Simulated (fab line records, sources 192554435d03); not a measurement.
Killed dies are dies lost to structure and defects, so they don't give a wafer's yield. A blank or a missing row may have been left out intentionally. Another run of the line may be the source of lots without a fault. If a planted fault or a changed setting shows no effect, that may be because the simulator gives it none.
8D (eight disciplines) problem report, filled in by code    flow n5Finfet    the parts of the form that need people (team, actions taken, sign-off) are left out

1. PROBLEM STATEMENT
Mean of cdNm at N5_BEOL_M3_CD_MEAS_11: 14.32 nm across 9 wafers in 3 lots; on wafers with no fault it is 16.96 nm (standard deviation 0.24). That puts it -11 standard deviations away from the usual mean.
The step: target cd 17.05 nm.
Earliest sighting: wafer L571.3 on cdSem-01 at day 10 09:30. The record has a number at this step for 29 wafers belonging to 10 lots. By rule, "out" or "out of limits" means more than 4 standard deviations away from the usual mean. Any other wafer with a number is counted as sound.

2. WHAT THIS IS AND IS NOT
question                     is                      is not
which readings at this step  cdNm                    -
which lots                   L571, L572, L573        L560, L562, L563, L566, L567, L568, L581
which wafers of those lots   all that have a number  -
read on which gauges         cdSem-01, cdSem-03      -
when                         from day 10 09:30       up to then (17 sound wafers); but 3 sound wafers of L581 came after

3. THE SUSPECTS, EACH WITH WHAT RULES IT OUT
Counting: a tool at any process step up to the reading remains a suspect when it ran all the lots that are out and ran no sound lot after the first of those.
- ruled out: the gauge at N5_BEOL_M3_CD_MEAS_11. 2 gauges (cdSem-01, cdSem-03) read the wafers that are out.
- pecvd-03 at N5_BEOL_M2_DEP_57 (deposits SiCN from 3MS/NH3, target thk 8 nm, time 14 s): ruled out as a lasting fault. The sound lots L581 went through it after L571, its earliest lot that is out (day 10 06:26).
- euvScanner-02 at N5_BEOL_M3_EXPOSE_08 (exposes mask M3): kept. It ran every lot that is out, first L571 (day 10 09:23), and no sound lot after that; its last sound lot up to then is L568 (day 9 12:55). Out on those wafers are its own readings of exposureDoseMJCm2.
The count leaves euvScanner-02 at N5_BEOL_M3_EXPOSE_08.

4. THE CAUSE (what the simulator had put in)
Process parameters drifting: euvScanner-02 at N5_BEOL_M3_EXPOSE_08, beginning at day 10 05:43. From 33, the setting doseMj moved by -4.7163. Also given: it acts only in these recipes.
Counting left only this tool.

5. SEQUENCE OF EFFECTS, ordered by route
Each row: a reading where the mean over the struck wafers with a number is more than 3 standard deviations away from the usual. Only readings for which the record gives a usual standard deviation are gone through. hours: the time from each lot's start at the first step in this table that gives one to its start at this step, as a median over the lots. sigmas: the change in usual standard deviations.
hours  step                     reading             usual     on struck wafers  change  sigmas
0      N5_BEOL_M3_EXPOSE_08     exposureDoseMJCm2   32.95     29.08             -3.87   -90
0      N5_BEOL_M3_CD_MEAS_11    cdNm                16.96 nm  14.32             -2.64   -11
1      N5_BEOL_M3_CD_MEAS_18    cdNm                17.9 nm   15.4              -2.5    -6.9
129    N5_PASSIVATION_PROBE_49  defectLimitedYield  91.5 %    0.0               -91.5   -57
129    N5_PASSIVATION_PROBE_49  killed_at_M0_to_M3  33        1119              +1086   +99 or more
129    N5_PASSIVATION_PROBE_49  killedDies          101       1180              +1079   +57
129    N5_PASSIVATION_PROBE_49  killedOnRim         13        152               +139    +35
129    N5_PASSIVATION_PROBE_49  sortNPass           1079      0                 -1079   -57
129    N5_PASSIVATION_PROBE_49  sortYieldPct        91.5 %    0.0               -91.5   -57
Its process steps:
- N5_BEOL_M3_EXPOSE_08: exposes mask M3.
- N5_PASSIVATION_PROBE_49

6. HOW IT WOULD HAVE BEEN CAUGHT EARLIER
In this record the first reading out of limits at a measuring or inspecting step was taken at day 10 09:30, 4 hours after the fault began at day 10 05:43.
The tool's own readings at N5_BEOL_M3_EXPOSE_08 were out on every struck wafer that the step has a row for (exposureDoseMJCm2): an alarm limit on them would have fired on the first of those.
Lots out: 3; of these, L572, L573 started N5_BEOL_M3_EXPOSE_08 on euvScanner-02 after day 10 09:30. A hold on the tool at that time would have spared those 2.
